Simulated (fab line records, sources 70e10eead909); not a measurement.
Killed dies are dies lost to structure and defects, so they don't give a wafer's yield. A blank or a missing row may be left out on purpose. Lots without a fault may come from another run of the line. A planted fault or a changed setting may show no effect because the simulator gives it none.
Chamber matching | flow nand_harc | NHARC_A_CHANNEL_FILL_D2_CMP_10 on cmp-02: 4 sister chambers
The step polishes, target thk 150 nm. 22 wafers are shown with their chamber, then 11 later ones without.

WAFERS WITH THEIR CHAMBER
wafer  | chamber | motor_current_A (A) | time_to_endpoint_s (s) | slurry_filter_dp_kPa (kPa)
L074.2 | 2       | 11.1                | 15.7                   | 13.53
L074.3 | 3       | 9.9                 | 16.8                   | 13.72
L074.5 | 0       | 13.2                | 15.3                   | 13.55
L076.4 | 3       | 9.8                 | 17.3                   | 13.68
L076.5 | 0       | 13.7                | 16.5                   | 13.46
L076.6 | 3       | 9.9                 | 16.7                   | 13.55
L084.2 | 0       | 13.1                | 17.7                   | 13.47
L084.4 | 1       | 9.7                 | 16.8                   | 13.51
L084.6 | 1       | 9.0                 | 18.0                   | 13.52
L085.3 | 0       | 13.3                | 13.6                   | 13.74
L085.4 | 1       | 9.2                 | 12.4                   | 13.62
L085.6 | 1       | 10.0                | 12.9                   | 13.52
L086.1 | 2       | 11.4                | 16.0                   | 13.56
L086.3 | 1       | 9.9                 | 15.8                   | 13.74
L086.5 | 2       | 11.7                | 15.3                   | 13.57
L087.1 | 1       | 10.2                | 15.7                   | 13.46
L087.2 | 3       | 9.9                 | 16.3                   | 13.35
L087.5 | 1       | 9.3                 | 16.2                   | 13.36
L088.2 | 1       | 10.1                | 13.6                   | 13.56
L088.4 | 0       | 13.7                | 16.7                   | 13.65
L088.6 | 3       | 9.9                 | 14.4                   | 13.57
L090.1 | 3       | 9.7                 | 15.2                   | 13.36

SIGNATURES (means of the wafers above)
reading              | chamber 0 | chamber 1 | chamber 2 | chamber 3 | scatter within a chamber
motor_current_A      | 13.400    | 9.675     | 11.400    | 9.850     | 0.331
time_to_endpoint_s   | 15.960    | 15.175    | 15.667    | 16.117    | 1.56
slurry_filter_dp_kPa | 13.5740   | 13.5362   | 13.5533   | 13.5383   | 0.122
Rule: a wafer's distance from a chamber is the root of the sum, over the readings, of the square of ((its reading less the chamber's mean) divided by the reading's scatter). The wafer belongs to the nearest chamber; if the next one is less than 2 further off, it can't be placed. The scatter: the root of (the sum of the squares of (reading less its chamber's mean) over the shown wafers, divided by (wafers less chambers)).

WAFERS WITHOUT THEIR CHAMBER
wafer  | motor_current_A (A) | time_to_endpoint_s (s) | slurry_filter_dp_kPa (kPa)
L090.3 | 13.5                | 14.7                   | 13.74
L090.6 | 9.9                 | 17.8                   | 13.58
L092.3 | 9.7                 | 15.7                   | 13.75
L092.4 | 10.8                | 17.4                   | 13.48
L092.6 | 13.9                | 15.3                   | 13.41
L094.2 | 11.6                | 15.5                   | 13.64
L094.5 | 10.0                | 16.6                   | 13.39
L094.6 | 13.2                | 17.2                   | 13.48
L097.2 | 13.4                | 14.7                   | 13.73
L097.3 | 9.8                 | 15.4                   | 13.38
L097.6 | 11.1                | 15.4                   | 13.48

WHICH CHAMBER EACH WENT THROUGH
wafer  | from the rows above          | in truth
L090.3 | 0                            | 0
L090.6 | can't be placed: 3 or 1      | 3
L092.3 | can't be placed: 1 or 3      | 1
L092.4 | can't be placed: 2 or 3 or 1 | 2
L092.6 | 0                            | 0
L094.2 | 2                            | 2
L094.5 | can't be placed: 3 or 1      | 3
L094.6 | 0                            | 0
L097.2 | 0                            | 0
L097.3 | can't be placed: 1 or 3      | 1
L097.6 | 2                            | 2
Placed correctly: 6 of 11. Can't be placed from these rows: 5 (the true chamber is among the candidates in 5). Placed wrongly: 0.
